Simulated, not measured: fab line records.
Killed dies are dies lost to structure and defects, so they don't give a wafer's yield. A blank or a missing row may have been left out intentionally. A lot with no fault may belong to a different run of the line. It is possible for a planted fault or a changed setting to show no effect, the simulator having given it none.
Which tool is to blame? -- flow n5 finfet -- 72 wafers from 24 lots sampled at 5 of the route's 1938 steps

== WHAT THE GAUGES SHOWED, per wafer ==
N5_BEOL_M0_SAQP_CD_MEAS_14: target cd 42.5 nm. Usual: cd nm 42.4 nm, standard deviation 0.43.
lot,measured,on,cd nm (nm),flag
L074,day 5 10:30,cd sem-03,42.2 42.6 41.9,
L075,day 6 00:44,cd sem-02,41.8 42.3 42.3,
L076,day 6 03:46,cd sem-01,42.3 42.8 41.7,
L077,day 6 07:47,cd sem-03,43.0 43.5 42.9,
L078,day 6 09:23,cd sem-02,42.5 42.6 42.3,
L079,day 6 15:48,cd sem-03,42.6 42.1 42.4,
L080,day 7 01:27,cd sem-02,41.5 42.2 42.0,
L081,day 7 04:48,cd sem-03,42.5 42.9 43.0,
L082,day 7 12:38,cd sem-03,43.3 43.6 42.7,
L083,day 7 16:27,cd sem-02,42.1 42.1 42.2,
L084,day 8 01:45,cd sem-03,41.6 42.3 42.5,
L085,day 8 09:38,cd sem-02,42.4 42.9 43.0,
L086,day 8 12:47,cd sem-02,42.4 42.0 42.2,
L087,day 8 16:38,cd sem-03,42.4 43.0 42.0,
L088,day 9 00:44,cd sem-02,42.6 42.3 42.4,
L089,day 9 09:45,cd sem-02,42.5 42.8 42.8,
L090,day 9 13:25,cd sem-01,42.4 41.9 42.4,
L091,day 9 16:41,cd sem-01,41.7 41.6 42.6,
L092,day 9 21:49,cd sem-03,43.1 43.1 42.6,
L093,day 10 05:37,cd sem-02,42.9 42.9 42.2,
L094,day 10 18:55,cd sem-03,42.3 42.9 42.4,
L095,day 10 19:47,cd sem-03,42.6 42.1 42.5,
L096,day 11 08:50,cd sem-02,42.5 42.7 41.5,
L097,day 11 08:01,cd sem-03,42.2 42.3 42.2,

== EACH LOT AND THE TOOL THAT RAN IT (in order: tool; ch and the chambers of the sampled wafers; start) ==
lot,N5_BEOL_M0_SAQP_PECVD_00,N5_BEOL_M0_SAQP_ILD_DEP_01,N5_BEOL_M0_SAQP_PECVD_03,N5_BEOL_M0_SAQP_HM_DEP_111
L074,"pecvd-04 ch 1,2, day 5 09:31","pecvd-04 ch 1,2, day 5 09:32","pecvd-04 ch 0,1, day 5 09:49","pecvd-02 ch 0,2, day 5 10:04"
L075,"pecvd-02 ch 0,1,2, day 5 22:45","pecvd-02 ch 0,1,2, day 5 22:46","pecvd-02 ch 0,1,2, day 6 00:03","pecvd-01 ch 0,2, day 6 00:18"
L076,"pecvd-04 ch 0,1, day 6 01:45","pecvd-04 ch 0,1, day 6 01:47","pecvd-01 ch 0,1,2, day 6 03:05","pecvd-01 ch 0,1,2, day 6 03:20"
L077,"pecvd-04 ch 1,2, day 6 05:10","pecvd-04 ch 1,2, day 6 05:12","pecvd-04 ch 0,1, day 6 07:05","pecvd-02 ch 0,2, day 6 07:20"
L078,"pecvd-01 ch 0,1,2, day 6 08:10","pecvd-01 ch 0,1,2, day 6 08:12","pecvd-01 ch 0,1,2, day 6 08:41","pecvd-04 ch 0,1,2, day 6 08:56"
L079,"pecvd-02 ch 1,2, day 6 14:04","pecvd-02 ch 1,2, day 6 14:06","pecvd-04 ch 0,1,2, day 6 15:07","pecvd-02 ch 0,1, day 6 15:22"
L080,"pecvd-04 ch 0,1, day 7 00:25","pecvd-04 ch 0,1, day 7 00:27","pecvd-01 ch 0,1,2, day 7 00:46","pecvd-04 ch 0,1, day 7 01:01"
L081,"pecvd-04 ch 0,1,2, day 7 03:25","pecvd-04 ch 0,1,2, day 7 03:26","pecvd-04 ch 0,1,2, day 7 04:05","pecvd-01 ch 1,2, day 7 04:20"
L082,"pecvd-04 ch 0,2, day 7 10:32","pecvd-04 ch 0,2, day 7 10:34","pecvd-04 ch 0,2, day 7 11:56","pecvd-01 ch 0,1,2, day 7 12:11"
L083,"pecvd-04 ch 0,1,2, day 7 13:32","pecvd-04 ch 0,1,2, day 7 13:34","pecvd-01 ch 0,2, day 7 15:53","pecvd-02 ch 0,1, day 7 16:08"
L084,"pecvd-01 ch 0,2, day 7 23:02","pecvd-01 ch 0,2, day 7 23:04","pecvd-04 ch 0,2, day 8 01:10","pecvd-02 ch 0,1, day 8 01:26"
L085,"pecvd-04 ch 0,2, day 8 07:32","pecvd-04 ch 0,2, day 8 07:33","pecvd-01 ch 0,1,2, day 8 08:56","pecvd-02 ch 0,1,2, day 8 09:11"
L086,"pecvd-04 ch 0,2, day 8 11:52","pecvd-04 ch 0,2, day 8 11:54","pecvd-04 ch 0,2, day 8 12:13","pecvd-01 ch 0,2, day 8 12:28"
L087,"pecvd-02 ch 0,1, day 8 15:01","pecvd-02 ch 0,1, day 8 15:02","pecvd-04 ch 1,2, day 8 16:04","pecvd-02 ch 0,1,2, day 8 16:19"
L088,"pecvd-04 ch 0,1,2, day 8 22:59","pecvd-04 ch 0,1,2, day 8 23:01","pecvd-04 ch 0,1, day 9 00:01","pecvd-01 ch 0,1,2, day 9 00:17"
L089,"pecvd-04 ch 1,2, day 9 08:50","pecvd-04 ch 1,2, day 9 08:53","pecvd-01 ch 0,1, day 9 09:03","pecvd-01 ch 0,1,2, day 9 09:18"
L090,"pecvd-04 ch 1,2, day 9 11:51","pecvd-04 ch 1,2, day 9 11:53","pecvd-01 ch 0,1, day 9 12:37","pecvd-04 ch 1,2, day 9 12:58"
L091,"pecvd-01 ch 1, day 9 15:31","pecvd-01 ch 1, day 9 15:34","pecvd-01 ch 0,1, day 9 15:54","pecvd-02 ch 0,1,2, day 9 16:14"
L092,"pecvd-01 ch 0,1, day 9 20:34","pecvd-01 ch 0,1, day 9 20:37","pecvd-02 ch 1,2, day 9 21:14","pecvd-01 ch 0,1, day 9 21:29"
L093,"pecvd-02 ch 0,1,2, day 10 04:37","pecvd-02 ch 0,1,2, day 10 04:38","pecvd-01 ch 0,1, day 10 04:50","pecvd-02 ch 0,2, day 10 05:10"
L094,"pecvd-01 ch 0,2, day 10 15:50","pecvd-01 ch 0,2, day 10 15:52","pecvd-04 ch 1,2, day 10 18:13","pecvd-02 ch 0,1, day 10 18:28"
L095,"pecvd-04 ch 0,1,2, day 10 18:50","pecvd-04 ch 0,1,2, day 10 18:52","pecvd-04 ch 0,2, day 10 19:13","pecvd-02 ch 0,1, day 10 19:28"
L096,"pecvd-01 ch 0,1, day 10 21:56","pecvd-01 ch 0,1, day 11 07:31","pecvd-01 ch 0,1, day 11 08:08","pecvd-01 ch 0,2, day 11 08:23"
L097,"pecvd-04 ch 0,1,2, day 11 05:38","pecvd-04 ch 0,1,2, day 11 05:40","pecvd-04 ch 0,2, day 11 07:19","pecvd-04 ch 0,1, day 11 07:34"
- N5_BEOL_M0_SAQP_PECVD_00: deposits SiCN from 3MS/NH3, target thk 8 nm, time 14 s.
- N5_BEOL_M0_SAQP_ILD_DEP_01: deposits SiOC from DEMS/O2, target thk 45.419 nm, time 8.7 s.
- N5_BEOL_M0_SAQP_PECVD_03: deposits SiCN from 3MS/NH3, target thk 12 nm, time 21.1 s.
- N5_BEOL_M0_SAQP_HM_DEP_111: deposits SiO2 from SiH4/N2O, target thk 12 nm, time 7.2 s.

== AS READ BY THE TOOLS THEMSELVES (means over the sampled wafers that have a number; for cases with no such wafer, the mark the record gives instead) ==
N5_BEOL_M0_SAQP_PECVD_00. Usual: chamber pressure Torr 3.000 Torr, standard deviation 0.0067; showerhead plenum p Torr 3.659 Torr, standard deviation 0.014; throttle valve pct 9.5 %, standard deviation 0.61.
lot,tool,chamber pressure Torr (Torr),showerhead plenum p Torr (Torr),throttle valve pct (%),flag
L074,pecvd-04,2.997,3.648,9.4,
L075,pecvd-02,3.001,3.654,9.4,
L076,pecvd-04,3.007,3.656,9.8,
L077,pecvd-04,3.000,3.645,9.2,
L078,pecvd-01,3.000,3.673,9.5,
L079,pecvd-02,3.006,3.652,8.8,
L080,pecvd-04,3.005,3.658,9.7,
L081,pecvd-04,3.006,3.653,9.5,
L082,pecvd-04,2.996,3.653,9.2,
L083,pecvd-04,2.997,3.653,9.5,
L084,pecvd-01,2.997,3.656,9.0,
L085,pecvd-04,3.007,3.662,9.1,
L086,pecvd-04,3.004,3.661,9.3,
L087,pecvd-02,3.001,3.652,9.7,
L088,pecvd-04,3.004,3.654,9.5,
L089,pecvd-04,3.007,3.656,9.7,
L090,pecvd-04,3.002,3.648,9.3,
L091,pecvd-01,2.996,3.692,10.5,
L092,pecvd-01,2.998,3.661,9.5,
L093,pecvd-02,3.004,3.659,9.1,
L094,pecvd-01,3.000,3.653,9.0,
L095,pecvd-04,2.998,3.655,9.6,
L096,pecvd-01,2.992,3.676,10.0,
L097,pecvd-04,3.002,3.652,9.4,

N5_BEOL_M0_SAQP_ILD_DEP_01. Usual: chamber pressure Torr 5.001 Torr, standard deviation 0.01; heater power w 456 W, standard deviation 67; showerhead plenum p Torr 5.688 Torr, standard deviation 0.016; throttle valve pct 12.5 %, standard deviation 0.82.
lot,tool,chamber pressure Torr (Torr),heater power w (W),showerhead plenum p Torr (Torr),throttle valve pct (%),flag
L074,pecvd-04,5.001,433,5.682,12.1,
L075,pecvd-02,5.008,495,5.687,12.3,
L076,pecvd-04,5.001,432,5.693,13.2,
L077,pecvd-04,5.001,462,5.681,12.2,
L078,pecvd-01,5.000,446,5.702,12.5,
L079,pecvd-02,4.999,555,5.687,11.7,
L080,pecvd-04,4.996,432,5.688,12.8,
L081,pecvd-04,5.000,427,5.691,12.5,
L082,pecvd-04,4.992,388,5.686,11.8,
L083,pecvd-04,5.006,456,5.685,12.5,
L084,pecvd-01,5.000,400,5.673,11.8,
L085,pecvd-04,5.009,434,5.678,12.0,
L086,pecvd-04,4.990,380,5.686,12.1,
L087,pecvd-02,5.009,545,5.684,12.6,
L088,pecvd-04,4.993,441,5.682,12.6,
L089,pecvd-04,5.001,444,5.682,12.7,
L090,pecvd-04,4.999,440,5.669,12.1,
L091,pecvd-01,4.995,532,5.723,14.1,
L092,pecvd-01,5.005,421,5.683,12.5,
L093,pecvd-02,5.001,559,5.683,12.3,
L094,pecvd-01,4.988,378,5.686,11.8,
L095,pecvd-04,4.996,435,5.681,12.5,
L096,pecvd-01,5.023,453,5.702,13.3,
L097,pecvd-04,4.999,416,5.687,12.5,

N5_BEOL_M0_SAQP_PECVD_03. Usual: chamber pressure Torr 3.000 Torr, standard deviation 0.0066; showerhead plenum p Torr 3.661 Torr, standard deviation 0.016; throttle valve pct 9.5 %, standard deviation 0.66.
lot,tool,chamber pressure Torr (Torr),showerhead plenum p Torr (Torr),throttle valve pct (%),flag
L074,pecvd-04,3.001,3.664,9.7,
L075,pecvd-02,2.996,3.664,9.2,
L076,pecvd-01,2.999,3.663,9.6,
L077,pecvd-04,3.005,3.665,9.6,
L078,pecvd-01,3.009,3.667,9.6,
L079,pecvd-04,2.997,3.654,9.4,
L080,pecvd-01,2.996,3.663,9.5,
L081,pecvd-04,3.005,3.655,9.6,
L082,pecvd-04,3.006,3.657,9.2,
L083,pecvd-01,3.001,3.666,9.1,
L084,pecvd-04,3.007,3.651,9.0,
L085,pecvd-01,2.999,3.673,9.6,
L086,pecvd-04,3.001,3.660,9.3,
L087,pecvd-04,2.998,3.651,9.2,
L088,pecvd-04,2.995,3.658,9.9,
L089,pecvd-01,3.004,3.673,10.1,
L090,pecvd-01,2.999,3.664,9.4,
L091,pecvd-01,3.003,3.658,9.5,
L092,pecvd-02,3.001,3.660,9.0,
L093,pecvd-01,2.994,3.663,9.5,
L094,pecvd-04,3.000,3.650,9.3,
L095,pecvd-04,2.998,3.655,9.0,
L096,pecvd-01,3.001,3.656,9.6,
L097,pecvd-04,2.998,3.653,9.3,

N5_BEOL_M0_SAQP_HM_DEP_111. Usual: chamber pressure Torr 0.7496 Torr, standard deviation 0.0018; heater power w 786 W, standard deviation 100; showerhead plenum p Torr 8.12 Torr, standard deviation 0.15.
lot,tool,chamber pressure Torr (Torr),heater power w (W),showerhead plenum p Torr (Torr),flag
L074,pecvd-02,0.7505,904,8.04,
L075,pecvd-01,0.7478,617,8.01,
L076,pecvd-01,0.7496,713,8.18,
L077,pecvd-02,0.7473,868,8.05,
L078,pecvd-04,0.7484,762,8.04,
L079,pecvd-02,0.7500,865,8.10,
L080,pecvd-04,0.7505,736,8.08,
L081,pecvd-01,0.7493,725,8.26,
L082,pecvd-01,0.7506,699,8.19,
L083,pecvd-02,0.7485,815,8.12,
L084,pecvd-02,0.7496,827,8.11,
L085,pecvd-02,0.7501,894,8.08,
L086,pecvd-01,0.7481,703,8.09,
L087,pecvd-02,0.7486,864,8.10,
L088,pecvd-01,0.7501,739,8.17,
L089,pecvd-01,0.7499,700,8.17,
L090,pecvd-04,0.7519,788,8.01,
L091,pecvd-02,0.7507,784,8.09,
L092,pecvd-01,0.7486,665,8.09,
L093,pecvd-02,0.7489,915,8.05,
L094,pecvd-02,0.7490,818,8.13,
L095,pecvd-02,0.7488,872,8.11,
L096,pecvd-01,0.7490,630,7.99,
L097,pecvd-04,0.7502,748,8.09,

== THE ANSWER, worked out from the rows above alone ==
Rule: a lot is off if the mean of its wafers that have a number lies more than 3 standard deviations from the usual mean. Also off: a lot with no number at a reading for which 4 or more lots have one. Where the step has rows for the other lots, those lots are counted as sound. The gauges are gone through in route order, then the tools' own readings, and for those a lot's mean is taken as printed above. The first step at which some lot is off is used, and at that step the reading that is off furthest; a lot without a number counts as furthest.
No lot is off at any reading shown: from this, nothing can be told.

== WHAT HAD BEEN PUT IN BY THE SIMULATOR ==
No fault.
